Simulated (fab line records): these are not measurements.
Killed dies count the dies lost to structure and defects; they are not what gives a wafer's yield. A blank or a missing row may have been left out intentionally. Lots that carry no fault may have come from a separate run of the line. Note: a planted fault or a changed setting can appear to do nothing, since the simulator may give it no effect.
fab line records	flow n5_finfet
record lots=24	wafers=72	last_day=21
route steps=1938 shown BEOL_M4@1060
lots with no fault: from the same line, run without faults
start_h: the number of hours between the record's first day and the start of the first shown wafer of the lot	wait_h: hours since the lot's step before	" same as the row above	L1.1+2: one row covering several wafers at once	- no value present, or no start provided	* or withheld: withheld	< > ~ a bound
route shown NAME@n: NAME is a module with steps in the file, n the number in the route of the first one	usual: mean and standard deviation over wafers with no fault	same: alike in all rows	chamber/n: place in a boat	sites: readings site by site	_std_site: the standard deviation of these	_edge_site: mean of outer sites minus mean of inner sites	radius_mm: for every site, how far away it sits from the centre of the wafer	mask NAME#n: copy n	behind: the most recent tool/chamber to have shaped the wafer	hold: what put the lot on hold/how long, in hours/how the hold closed	device: the transistor (n, p or np) that didn't switch	end of line: tests run on the same wafers once the route is complete	for a step that has no rows: nothing shown but its recipe	killed: count of dies lost to structure and defects at first sort (not the wafer's yield)	map: the dies of a wafer, with x for killed, . for not killed, _ for no die there
set.NAME: setting as actually run; set.NAME@STEP: the setting as run at that earlier step	model.NAME: the simulator's own value behind a step, which no gauge read
steps of the route over a sample of lots; a table a step, a row a wafer
services: when a tool's chamber went out of use (start_h, in hours from the record's first day, below 0 if earlier), for how many hours, and the reason
## steps
# step N5_BEOL_M4_ETCH_77
# recipe chemistry=N2/H2	target=underlayer	target_depth_a=65	mask_material=CAR-EUV	time_s=5.2	ion_energy_ev=200	pressure_mtorr=30	source_w=840	bias_w=150	n2_flow_sccm=200	h2_flow_sccm=200	ends=cleared
# usual drypump_motor_current_A=6.0/0.39	etch_rf_on_time_s=5.17/0.15	h2_flow_sccm=200.0/0.53	oes_product_au=0.68/0.055	rf_vpp_V=526.0/2.5	showerhead_plenum_p_Torr=2.62/0.077	throttle_valve_pct=17.79/0.26
lot.wafer	tool	chamber	start_h	wait_h	drypump_motor_current_A	etch_rf_on_time_s	h2_flow_sccm	oes_product_au	rf_hours_counter_h	rf_vpp_V	showerhead_plenum_p_Torr	throttle_valve_pct
L076.2	rie_diel-04	2	218.56	0.0	5.7	5.13	200.3	0.67	116	526.7	2.54	17.67
L076.5	"	2	"	"	5.7	5.13	199.8	0.66	-	522.5	2.54	17.68
L076.6	"	3	"	"	5.7	4.98	199.5	0.60	-	526.1	2.61	18.00
L074.3	rie_diel-01	0	224.55	0.0	6.2	5.29	199.3	0.69	95	527.0	2.71	18.05
L074.4	"	2	"	"	5.6	5.10	199.8	0.62	-	523.7	2.53	17.77
L074.5	"	3	"	"	6.5	5.40	199.7	0.61	-	523.7	2.52	17.64
L075.1	rie_diel-01	2	229.94	0.0	5.5	5.02	199.9	0.62	199	522.3	2.53	17.80
L075.4	"	2	"	"	5.6	5.08	199.3	0.63	-	522.4	2.53	17.74
L075.5	"	3	"	"	6.4	5.33	200.2	0.61	-	523.8	2.52	17.66
L077.2	rie_diel-01	2	232.85	0.0	5.6	5.08	200.4	0.62	200	525.6	2.53	17.78
L077.3	"	0	"	"	6.2	5.23	199.9	0.67	100	527.5	2.71	18.04
L077.6	"	0	"	"	6.2	5.22	200.7	0.68	-	525.7	2.71	18.09
L078.1	rie_diel-05	0	234.07	0.0	5.7	5.02	199.5	0.68	81	525.3	2.66	17.37
L078.4	"	3	"	"	6.7	5.03	200.2	0.74	44	529.2	2.68	17.47
L078.6	"	2	"	"	5.8	5.35	200.2	0.70	-	523.5	2.58	17.79
L079.2	rie_diel-05	2	234.32	0.0	5.8	5.33	200.1	0.71	67	524.7	2.58	17.77
L079.3	"	3	"	"	6.7	5.05	199.8	0.74	44	530.4	2.68	17.48
L079.4	"	0	"	"	5.7	5.07	200.6	0.68	81	528.4	2.66	17.40
L081.1	rie_diel-05	1	237.94	0.0	6.2	4.99	199.9	0.76	39	527.8	2.71	18.11
L081.2	"	3	"	"	6.7	5.01	200.4	0.74	45	527.4	2.68	17.47
L081.6	"	1	"	"	6.2	5.01	200.3	0.76	-	528.1	2.71	18.12
L080.2	rie_diel-05	3	247.83	0.0	6.7	5.03	199.5	0.73	48	529.1	2.67	17.50
L080.4	"	2	"	"	5.8	5.40	199.1	0.71	71	524.5	2.58	17.78
L080.5	"	3	"	"	6.7	5.10	199.9	0.73	-	526.7	2.68	17.49
L082.1	rie_diel-01	2	252.14	0.0	5.5	5.13	199.6	0.61	208	522.0	2.53	17.81
L082.3	"	1	"	"	6.0	5.15	201.1	0.80	3	523.4	2.49	17.79
L082.6	"	0	"	"	6.2	5.31	200.2	0.68	-	527.4	2.70	18.11
L083.1	rie_diel-05	2	252.41	0.0	5.8	5.42	200.6	0.70	72	523.8	2.58	17.76
L083.2	"	1	"	"	6.2	4.99	199.1	0.75	43	528.6	2.71	18.15
L083.5	"	1	"	"	6.2	4.99	198.4	0.78	-	529.7	2.71	18.14
L085.2	rie_diel-05	3	261.49	0.0	6.7	5.07	200.0	0.72	54	529.7	2.67	17.48
L085.3	"	1	"	"	6.2	5.06	199.2	0.74	47	529.9	2.71	18.13
L085.6	"	3	"	"	6.7	5.03	200.2	0.73	-	528.5	2.67	17.51
L084.1	rie_diel-04	3	268.59	0.0	5.7	4.89	200.8	0.59	283	522.2	2.60	18.05
L084.3	"	2	"	"	5.7	5.09	200.0	0.65	141	524.4	2.53	17.72
L084.5	"	0	"	"	5.1	5.05	200.4	0.80	-	521.3	2.50	17.81
L086.3	rie_diel-05	2	271.39	0.0	5.8	5.39	200.9	0.69	82	523.1	2.58	17.78
L086.5	"	1	"	"	6.2	4.91	200.2	0.75	-	529.3	2.71	18.12
L086.6	"	0	"	"	5.7	5.03	200.2	0.68	-	525.3	2.65	17.36
L088.1	rie_diel-01	0	301.92	0.0	6.2	5.25	200.2	0.66	126	528.2	2.69	18.12
L088.5	"	3	"	"	6.4	5.49	200.8	0.59	-	523.2	2.51	17.70
L088.6	"	0	"	"	6.2	5.23	200.6	0.66	-	528.0	2.69	18.10
L087.1	rie_diel-05	1	301.95	0.0	6.2	5.03	199.8	0.72	64	528.4	2.70	18.15
L087.2	"	0	"	"	5.7	5.10	200.0	0.67	101	526.9	2.65	17.38
L087.6	"	1	"	"	6.2	5.00	200.0	0.72	-	526.6	2.70	18.16
L089.1	rie_diel-05	2	302.71	0.0	5.8	5.32	200.2	0.68	93	523.6	2.57	17.77
L089.2	"	0	"	"	5.7	5.05	200.2	0.67	101	529.3	2.65	17.37
L089.5	"	2	"	"	5.8	5.30	199.8	0.68	-	524.0	2.57	17.83
L090.2	rie_diel-05	0	305.79	0.0	5.7	5.13	200.2	0.66	103	528.6	2.65	17.42
L090.3	"	2	"	"	5.8	5.40	200.7	0.68	95	522.8	2.57	17.80
L090.6	"	1	"	"	6.2	5.06	200.6	0.72	-	528.4	2.70	18.16
L091.3	rie_diel-05	1	312.12	0.0	6.2	5.07	199.9	0.72	69	526.4	2.70	18.19
L091.4	"	0	"	"	5.7	5.08	199.7	0.67	106	526.3	2.65	17.41
L091.6	"	1	"	"	6.2	5.06	200.2	0.73	-	526.1	2.70	18.16
L092.3	rie_diel-01	0	316.69	0.0	6.2	5.28	199.4	0.65	134	526.8	2.69	18.09
L092.5	"	2	"	"	5.6	5.19	199.7	0.60	-	521.9	2.52	17.85
L092.6	"	3	"	"	6.4	5.49	199.6	0.58	-	524.5	2.51	17.70
L093.1	rie_diel-05	2	317.80	0.0	5.8	5.31	199.0	0.66	101	523.4	2.57	17.81
L093.3	"	0	"	"	5.7	5.07	200.3	0.66	109	524.5	2.64	17.42
L093.6	"	2	"	"	5.8	5.35	200.4	0.67	-	525.9	2.57	17.83
L094.1	rie_diel-05	0	329.80	0.0	5.7	5.11	200.6	0.66	113	525.1	2.64	17.41
L094.3	"	1	"	"	6.2	5.03	199.6	0.72	76	528.2	2.70	18.17
L094.4	"	2	"	"	5.8	5.31	200.0	0.68	105	522.5	2.57	17.85
L095.1	rie_diel-01	2	334.29	0.0	5.6	5.20	200.8	0.58	242	523.5	2.52	17.83
L095.3	"	0	"	"	6.3	5.27	200.5	0.65	139	525.9	2.69	18.12
L095.6	"	2	"	"	5.5	5.13	199.4	0.60	-	522.7	2.52	17.85
L096.1	rie_diel-01	0	349.62	0.0	6.2	5.28	199.3	0.65	145	525.8	2.69	18.16
L096.5	"	0	"	"	6.2	5.31	199.7	0.65	-	528.0	2.69	18.14
L096.6	"	3	"	"	6.4	5.44	199.5	0.57	-	521.7	2.50	17.70
L097.2	rie_diel-05	3	355.44	0.0	6.7	5.05	199.3	0.68	92	528.2	2.66	17.55
L097.3	"	2	"	"	5.7	5.34	199.6	0.67	114	524.1	2.56	17.85
L097.6	"	3	"	"	6.7	4.99	199.8	0.68	-	527.1	2.66	17.55
# step N5_BEOL_M4_ETCH_41
# recipe chemistry=CH3F/O2	target=SiCN	target_depth_a=299	taper_deg=2	time_s=52.5	ion_energy_ev=120	mask_material=TiN	pressure_mtorr=30	source_w=395	bias_w=75	Ar_flow_sccm=150	CH3F_flow_sccm=30	O2_flow_sccm=20
# usual O2_flow_sccm=20.00/0.057	drypump_motor_current_A=6.0/0.39	oes_product_au=0.79/0.08	rf_vpp_V=297.9/1.4	showerhead_plenum_p_Torr=2.02/0.068	throttle_valve_pct=16.22/0.13
lot.wafer	tool	chamber	start_h	wait_h	O2_flow_sccm	drypump_motor_current_A	oes_product_au	rf_hours_counter_h	rf_vpp_V	showerhead_plenum_p_Torr	throttle_valve_pct
L076.2	rie_diel-01	0	-	-	20.00	6.2	0.79	110	299.2	2.12	16.34
L076.5	"	0	"	"	20.02	6.2	0.79	-	300.3	2.12	16.36
L076.6	"	3	"	"	20.01	6.4	0.70	-	297.8	1.97	16.12
L074.3	rie_diel-01	0	-	-	20.09	6.2	0.79	112	300.3	2.12	16.34
L074.4	"	3	"	"	19.98	6.4	0.71	204	296.0	1.97	16.12
L074.5	"	2	"	"	20.13	5.6	0.72	-	296.8	1.98	16.28
L075.1	rie_diel-01	1	-	-	19.97	5.9	0.94	10	296.3	1.95	16.10
L075.4	"	2	"	"	20.05	5.5	0.71	215	297.8	1.98	16.28
L075.5	"	0	"	"	20.07	6.2	0.78	-	300.8	2.12	16.35
L077.2	rie_diel-01	2	-	-	20.07	5.6	0.71	216	297.1	1.98	16.28
L077.3	"	0	"	"	19.95	6.2	0.78	114	298.7	2.12	16.36
L077.6	"	0	"	"	19.96	6.2	0.79	-	299.4	2.12	16.35
L078.1	rie_diel-05	0	-	-	20.05	5.7	0.78	89	299.5	2.11	16.07
L078.4	"	1	"	"	20.06	6.2	0.87	52	299.4	2.11	16.37
L078.6	"	3	"	"	19.91	6.7	0.83	-	300.1	2.13	16.19
L079.2	rie_diel-01	3	-	-	19.94	6.4	0.71	208	298.3	1.97	16.13
L079.3	"	2	"	"	20.03	5.6	0.71	218	296.4	1.98	16.29
L079.4	"	0	"	"	20.01	6.2	0.79	-	298.0	2.12	16.37
L081.1	rie_diel-05	0	-	-	20.11	5.7	0.78	97	299.1	2.11	16.08
L081.2	"	2	"	"	20.07	5.7	0.79	89	296.4	2.00	16.11
L081.6	"	0	"	"	19.96	5.7	0.77	-	298.8	2.11	16.07
L080.2	rie_diel-01	2	-	-	19.91	5.5	0.70	228	297.2	1.98	16.31
L080.4	"	3	"	"	20.00	6.4	0.70	218	298.1	1.97	16.14
L080.5	"	1	"	"	19.91	5.9	0.90	-	294.4	1.94	16.10
L082.1	rie_diel-05	3	-	-	20.07	6.7	0.82	69	300.2	2.12	16.22
L082.3	"	1	"	"	19.99	6.1	0.85	63	298.8	2.11	16.37
L082.6	"	2	"	"	20.03	5.8	0.80	-	296.0	2.00	16.12
L083.1	rie_diel-01	2	-	-	20.05	5.6	0.71	230	298.4	1.98	16.30
L083.2	"	1	"	"	19.97	5.9	0.91	19	295.7	1.94	16.11
L083.5	"	3	"	"	19.95	6.4	0.70	-	297.2	1.97	16.14
L085.2	rie_diel-05	1	-	-	20.07	6.2	0.84	69	298.9	2.11	16.40
L085.3	"	3	"	"	19.98	6.7	0.81	75	299.4	2.12	16.24
L085.6	"	3	"	"	19.96	6.7	0.81	-	299.9	2.12	16.22
L084.1	rie_diel-01	0	-	-	20.07	6.2	0.78	134	298.7	2.11	16.40
L084.3	"	1	"	"	20.10	5.9	0.90	23	296.6	1.94	16.13
L084.5	"	3	"	"	19.99	6.4	0.68	-	295.5	1.96	16.17
L086.3	rie_diel-01	3	-	-	19.97	6.4	0.68	229	297.5	1.96	16.16
L086.5	"	3	"	"	20.00	6.4	0.68	-	295.3	1.96	16.19
L086.6	"	0	"	"	20.01	6.2	0.77	-	299.0	2.11	16.39
L089.1	rie_diel-01	0	-	-	19.99	6.2	0.76	140	299.3	2.11	16.41
L089.2	"	3	"	"	19.94	6.4	0.68	234	296.1	1.96	16.19
L089.5	"	1	"	"	19.98	6.0	0.89	-	297.8	1.94	16.12
L088.1	rie_diel-01	3	-	-	20.09	6.4	0.68	236	297.1	1.96	16.18
L088.5	"	0	"	"	19.98	6.2	0.75	-	299.7	2.11	16.41
L088.6	"	1	"	"	20.05	5.9	0.88	-	297.2	1.94	16.16
L091.3	rie_diel-04	3	-	-	19.98	5.7	0.96	-	297.6	2.02	15.94
L091.4	"	1	"	"	19.97	6.3	0.85	-	299.6	2.04	16.37
L091.6	"	1	"	"	19.87	6.3	0.85	-	298.0	2.04	16.36
L087.1	rie_diel-04	3	-	-	20.08	5.7	0.96	15	298.1	2.02	15.93
L087.2	"	2	"	"	20.03	5.7	0.75	159	297.6	1.99	16.23
L087.6	"	3	"	"	20.05	5.6	0.95	-	297.2	2.02	15.94
L090.2	rie_diel-05	2	-	-	19.88	5.7	0.77	114	297.2	2.00	16.15
L090.3	"	0	"	"	20.04	5.7	0.75	124	298.2	2.10	16.13
L090.6	"	3	"	"	19.94	6.7	0.79	-	299.0	2.12	16.26
L092.3	rie_diel-01	1	-	-	20.02	5.9	0.88	37	296.8	1.94	16.14
L092.5	"	3	"	"	20.00	6.4	0.67	-	297.6	1.96	16.18
L092.6	"	2	"	"	19.94	5.5	0.68	-	296.3	1.97	16.34
L093.1	rie_diel-01	3	-	-	19.97	6.4	0.67	247	296.4	1.96	16.20
L093.3	"	0	"	"	19.96	6.2	0.74	155	299.9	2.10	16.42
L093.6	"	0	"	"	19.89	6.2	0.75	-	299.4	2.10	16.43
L094.1	rie_diel-04	0	-	-	20.03	5.1	0.86	45	295.5	1.93	16.12
L094.3	"	3	"	"	20.00	5.6	0.94	26	298.1	2.02	15.95
L094.4	"	1	"	"	19.95	6.3	0.84	78	297.3	2.04	16.40
L095.1	rie_diel-05	3	-	-	19.99	6.7	0.78	103	299.6	2.11	16.29
L095.3	"	1	"	"	19.95	6.1	0.81	98	299.1	2.10	16.43
L095.6	"	2	"	"	19.93	5.7	0.76	-	296.9	1.99	16.17
L096.1	rie_diel-01	2	-	-	20.00	5.5	0.96	4	295.2	1.97	15.93
L096.5	"	1	"	"	20.03	5.9	0.85	-	296.4	1.93	16.18
L096.6	"	0	"	"	20.00	6.2	0.75	-	299.0	2.10	16.43
L097.2	rie_diel-04	0	-	-	19.96	5.1	0.85	50	296.3	1.93	16.13
L097.3	"	3	"	"	20.02	5.6	0.93	31	298.3	2.02	15.95
L097.6	"	0	"	"	19.99	5.1	0.85	-	295.3	1.93	16.14
# step N5_BEOL_M4_CD_MEAS_35
# recipe target_cd_nm=18	target_cd_y_nm=22.4	polarity=opening
# usual cd_nm=18.0/0.55
lot.wafer	tool	chamber	start_h	wait_h	cd_nm
L076.2	cd_sem-02	-	259.11	0.0	18.1
L076.5	"	-	"	"	17.9
L076.6	"	-	"	"	18.3
L074.3	cd_sem-03	-	265.89	0.0	17.9
L074.4	"	-	"	"	17.9
L074.5	"	-	"	"	17.1
L075.1	cd_sem-03	-	269.75	0.0	18.2
L075.4	"	-	"	"	18.6
L075.5	"	-	"	"	17.9
L077.2	cd_sem-02	-	272.61	0.0	18.9
L077.3	"	-	"	"	18.9
L077.6	"	-	"	"	18.1
L078.1	cd_sem-02	-	272.75	0.0	17.9
L078.4	"	-	"	"	17.5
L078.6	"	-	"	"	17.0
L079.2	cd_sem-02	-	276.83	0.0	17.1
L079.3	"	-	"	"	18.2
L079.4	"	-	"	"	18.0
L081.1	cd_sem-03	-	294.97	0.0	18.7
L081.2	"	-	"	"	18.8
L081.6	"	-	"	"	18.6
L080.2	cd_sem-01	-	301.56	0.0	17.6
L080.4	"	-	"	"	17.8
L080.5	"	-	"	"	16.9
L082.1	cd_sem-03	-	301.73	0.0	18.9
L082.3	"	-	"	"	17.0
L082.6	"	-	"	"	18.1
L083.1	cd_sem-02	-	305.67	0.0	17.7
L083.2	"	-	"	"	17.6
L083.5	"	-	"	"	17.8
L085.2	cd_sem-03	-	312.27	0.0	18.3
L085.3	"	-	"	"	18.4
L085.6	"	-	"	"	18.6
L084.1	cd_sem-01	-	318.53	0.0	18.7
L084.3	"	-	"	"	17.0
L084.5	"	-	"	"	17.1
L086.3	cd_sem-01	-	323.14	0.0	18.1
L086.5	"	-	"	"	18.4
L086.6	"	-	"	"	18.3
L089.1	cd_sem-02	-	339.65	0.0	18.7
L089.2	"	-	"	"	17.5
L089.5	"	-	"	"	18.8
L088.1	cd_sem-03	-	344.04	0.0	18.1
L088.5	"	-	"	"	18.6
L088.6	"	-	"	"	17.8
L091.3	cd_sem-02	-	344.21	0.0	17.3
L091.4	"	-	"	"	18.0
L091.6	"	-	"	"	17.6
L087.1	cd_sem-02	-	348.82	0.0	17.9
L087.2	"	-	"	"	17.3
L087.6	"	-	"	"	17.5
L090.2	cd_sem-02	-	353.65	0.0	18.6
L090.3	"	-	"	"	18.1
L090.6	"	-	"	"	18.1
L092.3	cd_sem-02	-	353.88	0.0	17.9
L092.5	"	-	"	"	18.7
L092.6	"	-	"	"	17.6
L093.1	cd_sem-02	-	373.18	0.0	17.5
L093.3	"	-	"	"	18.1
L093.6	"	-	"	"	17.8
L094.1	cd_sem-03	-	381.61	0.0	17.7
L094.3	"	-	"	"	17.9
L094.4	"	-	"	"	17.6
L095.1	cd_sem-01	-	381.66	0.0	18.3
L095.3	"	-	"	"	17.5
L095.6	"	-	"	"	17.1
L096.1	cd_sem-03	-	385.05	0.0	17.6
L096.5	"	-	"	"	17.7
L096.6	"	-	"	"	17.5
L097.2	cd_sem-01	-	397.85	0.0	19.0
L097.3	"	-	"	"	18.3
L097.6	"	-	"	"	18.9
# step N5_BEOL_M4_SPUTTER_79
# recipe material=Cu	target_thk_a=45	temp_c=-20	chamber_pressure_pa=0.07	power_w=withheld	time_s=8.29
# usual throttle_valve_pct=30.2/1.2
lot.wafer	tool	chamber	start_h	wait_h	throttle_valve_pct
L076.2	pvd_sputter-01	-	262.25	0.1	29.8
L076.5	"	-	"	"	31.7
L076.6	"	-	"	"	31.7
L074.3	pvd_sputter-03	-	268.33	0.1	30.2
L074.4	"	-	"	"	28.4
L074.5	"	-	"	"	29.9
L075.1	pvd_sputter-02	-	270.99	0.1	29.0
L075.4	"	-	"	"	30.4
L075.5	"	-	"	"	30.7
L077.2	pvd_sputter-02	-	273.89	0.1	30.7
L077.3	"	-	"	"	30.6
L077.6	"	-	"	"	30.3
L078.1	pvd_sputter-01	-	275.63	0.1	31.7
L078.4	"	-	"	"	28.7
L078.6	"	-	"	"	31.6
L079.2	pvd_sputter-03	-	278.68	0.1	30.0
L079.3	"	-	"	"	29.1
L079.4	"	-	"	"	32.1
L081.1	pvd_sputter-02	-	295.93	0.1	30.4
L081.2	"	-	"	"	28.9
L081.6	"	-	"	"	30.6
L080.2	pvd_sputter-03	-	302.56	0.1	29.0
L080.4	"	-	"	"	32.2
L080.5	"	-	"	"	29.0
L082.1	pvd_sputter-01	-	304.23	0.1	30.1
L082.3	"	-	"	"	31.4
L082.6	"	-	"	"	29.0
L083.1	pvd_sputter-02	-	307.05	0.1	28.8
L083.2	"	-	"	"	30.5
L083.5	"	-	"	"	30.2
L085.2	pvd_sputter-02	-	313.99	0.1	30.9
L085.3	"	-	"	"	30.6
L085.6	"	-	"	"	28.6
L084.1	pvd_sputter-02	-	319.97	0.1	30.7
L084.3	"	-	"	"	29.0
L084.5	"	-	"	"	30.9
L086.3	pvd_sputter-01	-	324.11	0.1	28.8
L086.5	"	-	"	"	28.9
L086.6	"	-	"	"	31.5
L089.1	pvd_sputter-01	-	342.16	0.1	28.8
L089.2	"	-	"	"	31.6
L089.5	"	-	"	"	31.5
L091.3	pvd_sputter-03	-	345.50	0.1	30.0
L091.4	"	-	"	"	31.7
L091.6	"	-	"	"	28.4
L088.1	pvd_sputter-01	-	347.00	0.1	31.5
L088.5	"	-	"	"	30.0
L088.6	"	-	"	"	32.0
L087.1	pvd_sputter-01	-	350.70	0.1	31.4
L087.2	"	-	"	"	29.9
L087.6	"	-	"	"	28.8
L090.2	pvd_sputter-02	-	355.19	0.1	30.5
L090.3	"	-	"	"	30.0
L090.6	"	-	"	"	30.6
L092.3	pvd_sputter-01	-	357.04	0.1	31.8
L092.5	"	-	"	"	28.9
L092.6	"	-	"	"	29.8
L093.1	pvd_sputter-01	-	375.16	0.1	29.0
L093.3	"	-	"	"	31.5
L093.6	"	-	"	"	31.5
L094.1	pvd_sputter-01	-	383.04	0.1	31.6
L094.3	"	-	"	"	29.8
L094.4	"	-	"	"	32.1
L095.1	pvd_sputter-03	-	383.23	0.1	28.3
L095.3	"	-	"	"	30.1
L095.6	"	-	"	"	29.9
L096.1	pvd_sputter-03	-	386.41	0.1	28.5
L096.5	"	-	"	"	28.5
L096.6	"	-	"	"	32.3
L097.2	pvd_sputter-01	-	399.60	0.1	30.0
L097.3	"	-	"	"	31.8
L097.6	"	-	"	"	31.7
# step N5_BEOL_M4_ANNEAL_89
# recipe temp_c=400	time_s=240	ambient=vacuum
# usual heater_power_w=812/110
lot.wafer	tool	chamber	start_h	wait_h	heater_power_w
L076.2	pvd_sputter-01	-	262.99	0.0	691
L076.5	"	-	"	"	1012
L076.6	"	-	"	"	766
L074.3	pvd_sputter-03	-	269.07	0.0	1006
L074.4	"	-	"	"	766
L074.5	"	-	"	"	980
L075.1	pvd_sputter-02	-	271.73	0.0	700
L075.4	"	-	"	"	764
L075.5	"	-	"	"	1015
L077.2	pvd_sputter-02	-	274.63	0.0	1007
L077.3	"	-	"	"	780
L077.6	"	-	"	"	749
L078.1	pvd_sputter-01	-	276.37	0.0	769
L078.4	"	-	"	"	766
L078.6	"	-	"	"	756
L079.2	pvd_sputter-03	-	279.42	0.0	1005
L079.3	"	-	"	"	775
L079.4	"	-	"	"	865
L081.1	pvd_sputter-02	-	296.67	0.0	764
L081.2	"	-	"	"	684
L081.6	"	-	"	"	790
L080.2	pvd_sputter-03	-	303.30	0.0	799
L080.4	"	-	"	"	870
L080.5	"	-	"	"	765
L082.1	pvd_sputter-01	-	304.97	0.0	697
L082.3	"	-	"	"	772
L082.6	"	-	"	"	772
L083.1	pvd_sputter-02	-	307.79	0.0	687
L083.2	"	-	"	"	1043
L083.5	"	-	"	"	764
L085.2	pvd_sputter-02	-	314.73	0.0	1034
L085.3	"	-	"	"	773
L085.6	"	-	"	"	686
L084.1	pvd_sputter-02	-	320.71	0.0	780
L084.3	"	-	"	"	671
L084.5	"	-	"	"	1043
L086.3	pvd_sputter-01	-	324.85	0.0	781
L086.5	"	-	"	"	768
L086.6	"	-	"	"	750
L089.1	pvd_sputter-01	-	342.90	0.0	777
L089.2	"	-	"	"	756
L089.5	"	-	"	"	800
L091.3	pvd_sputter-03	-	346.24	0.0	976
L091.4	"	-	"	"	865
L091.6	"	-	"	"	752
L088.1	pvd_sputter-01	-	347.74	0.0	753
L088.5	"	-	"	"	701
L088.6	"	-	"	"	1003
L087.1	pvd_sputter-01	-	351.44	0.0	772
L087.2	"	-	"	"	680
L087.6	"	-	"	"	799
L090.2	pvd_sputter-02	-	355.93	0.0	766
L090.3	"	-	"	"	787
L090.6	"	-	"	"	764
L092.3	pvd_sputter-01	-	357.78	0.0	741
L092.5	"	-	"	"	757
L092.6	"	-	"	"	685
L093.1	pvd_sputter-01	-	375.90	0.0	777
L093.3	"	-	"	"	754
L093.6	"	-	"	"	765
L094.1	pvd_sputter-01	-	383.78	0.0	740
L094.3	"	-	"	"	700
L094.4	"	-	"	"	1022
L095.1	pvd_sputter-03	-	383.97	0.0	763
L095.3	"	-	"	"	963
L095.6	"	-	"	"	992
L096.1	pvd_sputter-03	-	387.15	0.0	766
L096.5	"	-	"	"	768
L096.6	"	-	"	"	887
L097.2	pvd_sputter-01	-	400.34	0.0	692
L097.3	"	-	"	"	973
L097.6	"	-	"	"	752
# step N5_BEOL_M4_SPUTTER_96
# recipe material=Cu	target_thk_a=45	temp_c=-20	chamber_pressure_pa=0.07	power_w=withheld	time_s=8.29
# usual throttle_valve_pct=30.2/1.2
lot.wafer	tool	chamber	start_h	wait_h	throttle_valve_pct
L076.2	pvd_sputter-01	-	263.79	0.1	30.0
L076.5	"	-	"	"	32.0
L076.6	"	-	"	"	31.6
L074.3	pvd_sputter-03	-	269.87	0.1	30.0
L074.4	"	-	"	"	28.1
L074.5	"	-	"	"	30.2
L075.1	pvd_sputter-02	-	272.53	0.1	29.2
L075.4	"	-	"	"	30.4
L075.5	"	-	"	"	30.5
L077.2	pvd_sputter-02	-	275.43	0.1	30.8
L077.3	"	-	"	"	30.2
L077.6	"	-	"	"	30.3
L078.1	pvd_sputter-01	-	277.17	0.1	31.5
L078.4	"	-	"	"	28.9
L078.6	"	-	"	"	31.8
L079.2	pvd_sputter-03	-	280.22	0.1	29.9
L079.3	"	-	"	"	29.0
L079.4	"	-	"	"	32.1
L081.1	pvd_sputter-02	-	297.47	0.1	30.5
L081.2	"	-	"	"	28.7
L081.6	"	-	"	"	30.3
L080.2	pvd_sputter-03	-	304.10	0.1	29.2
L080.4	"	-	"	"	32.1
L080.5	"	-	"	"	28.9
L082.1	pvd_sputter-01	-	305.77	0.1	29.8
L082.3	"	-	"	"	31.7
L082.6	"	-	"	"	28.7
L083.1	pvd_sputter-02	-	308.59	0.1	29.0
L083.2	"	-	"	"	30.7
L083.5	"	-	"	"	30.3
L085.2	pvd_sputter-02	-	315.53	0.1	30.5
L085.3	"	-	"	"	30.5
L085.6	"	-	"	"	29.0
L084.1	pvd_sputter-02	-	321.51	0.1	30.4
L084.3	"	-	"	"	29.2
L084.5	"	-	"	"	30.7
L086.3	pvd_sputter-01	-	325.65	0.1	28.8
L086.5	"	-	"	"	28.7
L086.6	"	-	"	"	31.3
L089.1	pvd_sputter-01	-	343.70	0.1	28.8
L089.2	"	-	"	"	31.7
L089.5	"	-	"	"	31.6
L091.3	pvd_sputter-03	-	347.04	0.1	29.9
L091.4	"	-	"	"	32.0
L091.6	"	-	"	"	28.6
L088.1	pvd_sputter-01	-	348.54	0.1	31.9
L088.5	"	-	"	"	29.7
L088.6	"	-	"	"	31.9
L087.1	pvd_sputter-01	-	352.24	0.1	31.5
L087.2	"	-	"	"	30.0
L087.6	"	-	"	"	28.6
L090.2	pvd_sputter-02	-	356.73	0.1	30.7
L090.3	"	-	"	"	30.4
L090.6	"	-	"	"	30.0
L092.3	pvd_sputter-01	-	358.58	0.1	31.6
L092.5	"	-	"	"	28.8
L092.6	"	-	"	"	29.9
L093.1	pvd_sputter-01	-	376.70	0.1	28.7
L093.3	"	-	"	"	31.8
L093.6	"	-	"	"	31.7
L094.1	pvd_sputter-01	-	384.58	0.1	31.5
L094.3	"	-	"	"	30.2
L094.4	"	-	"	"	32.0
L095.1	pvd_sputter-03	-	384.77	0.1	28.3
L095.3	"	-	"	"	30.1
L095.6	"	-	"	"	30.0
L096.1	pvd_sputter-03	-	387.95	0.1	28.3
L096.5	"	-	"	"	28.3
L096.6	"	-	"	"	32.1
L097.2	pvd_sputter-01	-	401.14	0.1	29.9
L097.3	"	-	"	"	31.7
L097.6	"	-	"	"	31.4
## services
tool	chamber	start_h	hours	kind
rie_diel-04	0	198.98	-	clean
rie_diel-04	1	200.64	69.6	repair
rie_diel-04	3	203.83	8.1	repair
rie_diel-01	-	214.57	2.8	pm
rie_diel-01	1	219.36	-	clean
rie_diel-01	1	219.36	-	consumable_replace:focus_ring
rie_diel-01	1	219.36	21.5	scheduled_down
rie_diel-01	1	219.36	21.5	vent_cycle
rie_diel-05	0	250.34	11.5	repair
pvd_sputter-02	-	256.23	2.3	repair
rie_diel-05	0	265.71	1.2	repair
rie_diel-01	1	271.01	14.9	repair
rie_diel-04	-	287.48	28.1	pm
rie_diel-01	1	310.36	2.1	repair
rie_diel-04	2	339.41	7.8	repair
rie_diel-01	2	354.43	-	clean
rie_diel-01	2	354.43	-	consumable_replace:focus_ring
rie_diel-01	2	354.43	23.2	scheduled_down
rie_diel-01	2	354.43	23.2	vent_cycle
rie_diel-05	0	359.21	8.0	repair
rie_diel-01	3	377.91	-	clean
rie_diel-01	3	377.91	-	consumable_replace:focus_ring
rie_diel-01	3	377.91	30.8	scheduled_down
rie_diel-01	3	377.91	30.8	vent_cycle
## key
fault none
